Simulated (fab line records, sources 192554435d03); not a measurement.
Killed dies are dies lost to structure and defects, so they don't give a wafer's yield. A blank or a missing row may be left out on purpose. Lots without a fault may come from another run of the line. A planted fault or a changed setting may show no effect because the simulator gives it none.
Split-lot experiment | flow n5_finfet | 7 lots, 21 wafers read, on a route of 1938 steps

THE SPLIT
At N5_MOL_CONTACT_COAG_COAT_75 (time 60 s, resist thk 60 nm), the setting spin_rpm was moved away from the recipe's 1500 rpm on 6 of the 21 wafers read, by -5.7% to +8.5%. The other wafers ran this setting at the recipe's value.

FROM THE SPLIT TO THE READING: what the file shows between them, 9 steps
- N5_MOL_CONTACT_COAG_COAT_76: time 60 s, resist thk 10 nm
- N5_MOL_CONTACT_COAG_COAT_77: time 60 s, resist thk 10 nm
- N5_MOL_CONTACT_COAG_ALD_131: deposits SiO2, target thk 5 nm, pulse time 1 s, co reactant pulse time 1 s
- N5_MOL_CONTACT_COAG_ETCHBACK_132: etches SiO2 in CHF3, target depth 10 nm, time 6.7 s
- N5_MOL_CONTACT_COAG_ETCH_91: etches SOC in N2/H2, target depth 60 nm, overetch 21 nm, time 101.2 s
- N5_MOL_CONTACT_COAG_STRIP_92: strips in N2/H2
- N5_MOL_CONTACT_COAG_STRIP_93: strips in N2/H2
- N5_MOL_CONTACT_COAG_ETCHBACK_135: etches SiO2 in CHF3, target depth 25 nm, time 16.7 s
- N5_MOL_CONTACT_COAG_STRIP_118: strips in CHF3

THE READING
SOC_of_MOL_CONTACT_COAG_COAT_75.thk_nm (the simulator's own value, which no gauge read), in nm, at N5_MOL_CONTACT_COAG_VIA_ETCH_46 (etches SiO2 in C4F6/O2, target depth 46 nm, overetch 9.2 nm, time 40 s). The file gives no usual value for it. The 15 wafers here that ran the recipe average 50.8 nm, standard deviation 0.3 nm.

wafer  | tool, chamber at the split | spin_rpm as run, rpm | against the recipe | SOC_of_MOL_CONTACT_COAG_COAT_75.thk_nm, nm | against lot-mates on the recipe
L076.1 | litho_track-04, 0          | 1500                 | recipe             | 50.6                                       | -
L076.2 | litho_track-04, 0          | 1500                 | recipe             | 51                                         | -
L076.5 | litho_track-04, 0          | 1500                 | recipe             | 51                                         | -
L078.1 | litho_track-05, 0          | 1500                 | recipe             | 50.2                                       | -
L078.3 | litho_track-05, 0          | 1500                 | recipe             | 51                                         | -
L078.6 | litho_track-05, 0          | 1414                 | -5.7%              | 52.4                                       | +1.8
L081.1 | litho_track-04, 0          | 1500                 | recipe             | 50.8                                       | -
L081.4 | litho_track-04, 0          | 1500                 | recipe             | 51                                         | -
L081.5 | litho_track-04, 0          | 1500                 | recipe             | 51.4                                       | -
L086.1 | litho_track-04, 0          | 1500                 | recipe             | 51                                         | -
L086.3 | litho_track-04, 0          | 1500                 | recipe             | 51                                         | -
L086.6 | litho_track-04, 0          | 1582                 | +5.5%              | 49.2                                       | -1.8
L093.1 | litho_track-04, 0          | 1500                 | recipe             | 50.8                                       | -
L093.5 | litho_track-04, 0          | 1628                 | +8.5%              | 49.2                                       | -1.6
L093.6 | litho_track-04, 0          | 1628                 | +8.5%              | 48.4                                       | -2.4
L094.1 | litho_track-04, 0          | 1500                 | recipe             | 50.4                                       | -
L094.2 | litho_track-04, 0          | 1500                 | recipe             | 50.8                                       | -
L094.6 | litho_track-04, 0          | 1500                 | recipe             | 50.6                                       | -
L095.2 | litho_track-04, 0          | 1583                 | +5.5%              | 49.2                                       | -1.2
L095.3 | litho_track-04, 0          | 1583                 | +5.5%              | 49.2                                       | -1.2
L095.4 | litho_track-04, 0          | 1500                 | recipe             | 50.4                                       | -

THE FIT
A straight line over all 21 wafers: SOC_of_MOL_CONTACT_COAG_COAT_75.thk_nm changes by -0.259 nm for each +1% of spin_rpm; r = -0.94; the points scatter about the line by 0.31 nm.
The same after taking each lot's own level away (the mean of its wafers on the recipe; 21 wafers): -0.254 nm for each +1%; r = -0.96; scatter 0.27 nm.
On that fit, the largest move of spin_rpm shifts the reading by 2.2 nm.
The lots' own levels span 50.40 to 51.07 nm, that is 2.2 times the standard deviation above.
So the lot-to-lot level changes the slope little: the two slopes agree.
Check: with one of the wafers moved furthest among these (+8.5%) left out of the fit, the line predicts -2.33 nm for it against its lot-mates. It came out at -1.6 nm against them.

THE WHOLE CHAIN: every reading that the file lists as answering this split, in the file's order
step                             | what it does                                                           | reading                                                                                 | change (the file's fit)               | r (the file's)
N5_MOL_CONTACT_COAG_COAT_75      | time 60 s, resist thk 60 nm                                            | SOC_of_MOL_CONTACT_COAG_COAT_75.thk_nm (the simulator's own value, which no gauge read) | -0.273 nm for each +1% of the setting | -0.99
N5_MOL_CONTACT_COAG_ETCH_91      | etches SOC in N2/H2, target depth 60 nm, overetch 21 nm, time 101.2 s  | etch.depth_nm (the simulator's own value, which no gauge read)                          | -0.282 nm for each +1% of the setting | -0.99
N5_MOL_CONTACT_COAG_ETCHBACK_135 | etches SiO2 in CHF3, target depth 25 nm, time 16.7 s                   | SOC_of_MOL_CONTACT_COAG_COAT_75.thk_nm (the simulator's own value, which no gauge read) | -0.277 nm for each +1% of the setting | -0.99
N5_MOL_CONTACT_COAG_VIA_ETCH_46  | etches SiO2 in C4F6/O2, target depth 46 nm, overetch 9.2 nm, time 40 s | SOC_of_MOL_CONTACT_COAG_COAT_75.thk_nm (the simulator's own value, which no gauge read) | -0.264 nm for each +1% of the setting | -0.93

THE FILE'S OWN FIT
SOC_of_MOL_CONTACT_COAG_COAT_75.thk_nm changes by -0.264 nm for each +1% of spin_rpm, r = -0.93.
